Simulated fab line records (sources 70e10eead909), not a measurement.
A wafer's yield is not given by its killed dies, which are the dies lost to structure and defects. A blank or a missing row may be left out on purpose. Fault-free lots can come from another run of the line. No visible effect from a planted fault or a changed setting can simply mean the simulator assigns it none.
Struck lot and sound lot, side by side :: flow nand_harc :: 15 steps out of a route of 1159
Sound: the wafers L749.1, L749.4, L749.5. Wafers L757.1, L757.2, L757.6 were the ones struck. The cause is given at the end.
Order at every step that has rows: each side's tool, ch and its chambers, its first start. Under that, the readings that differ: sound wafers :: struck wafers :: difference of the means :: sigmas: that difference in standard deviations of wafers without a fault.
alike: same words and numbers on both sides, and readings whose means sit less than 2 such deviations apart. not compared: any withheld reading, any reading some wafer has no value for, any bound like >300 that may hide the same value, and any number with overlapping values for which the record gives no deviation.
Wherever a step has rows on one side only, a row that says differs or no value, or a row with sigmas, the two part there. Non-overlapping numbers with no deviation appear without sigmas and do not part them. Lack of a reading on every wafer of one side parts them only where that side has two or more wafers.

first, 9 steps without rows for these wafers: NHARC_P_GATE_STRIP_63 (strips in SPM, time 900 s); NHARC_P_GATE_DEHYDRATE_83 (time 120 s); NHARC_P_GATE_HMDS_84 (time 30 s); NHARC_P_GATE_COAT_85; NHARC_P_GATE_SOFTBAKE_86 (time 95 s); NHARC_P_GATE_EBR_87; NHARC_P_GATE_EXPOSE_88 (exposes mask P HVN, target cd 2000 nm); NHARC_P_GATE_PEB_89 (peb time 85 s); NHARC_P_GATE_DEVELOP_90 (time 70 s).
NHARC_P_GATE_CD_MEAS_91: target cd 2000 nm.
  sound on cd_sem-01 ch 0, day 5 22:04; struck on cd_sem-02 ch 0, day 8 05:23
  alike: cd_nm
then, 1 step without rows for these wafers: NHARC_P_GATE_HARDBAKE_92 (time 80 s).
NHARC_P_GATE_DESCUM_93: chemistry O2, time 3 s.
  sound on rie_diel-07 ch 0,3, day 5 22:13; struck on rie_diel-06 ch 1,2,3, day 8 05:35
  alike: drypump_motor_current_A, mfc_ar_sccm, oes_product_au, rf_vpp_V, showerhead_plenum_p_Torr, throttle_valve_pct
  not compared: rf_hours_counter_h
NHARC_P_GATE_IMPLANT_94:
  sound on implanter-02 ch 0, day 5 22:22; struck on implanter-02, day 8 05:42
  no value came back on the struck wafers for beam_energy_keV, beam_on_s (s); on the sound wafers beam_energy_keV reads 60.001 59.990 60.007
NHARC_P_GATE_STRIP_113: strips in N2/H2, time 740 s.
  sound on plasma_asher-01 ch 0,1, day 5 22:42; struck on plasma_asher-01 ch 0,1, day 8 05:55
  alike: drypump_motor_current_A, heater_power_w
  not compared: rf_hours_counter_h
-- break in the record here, with 14 days between the starts of the struck wafers on either side (left off in module P_GATE, picked up again in module END, where the first step shown is number 1159 on the route) --
NHARC_END_SORT_01:
  the record has rows for the struck wafers here (prober-02 ch 0, day 22 11:45) and none for the sound ones

## WHERE THEY PART
At NHARC_P_GATE_IMPLANT_94 first; at NHARC_END_SORT_01 last (within this record only).

WHY: what had been put in by the simulator
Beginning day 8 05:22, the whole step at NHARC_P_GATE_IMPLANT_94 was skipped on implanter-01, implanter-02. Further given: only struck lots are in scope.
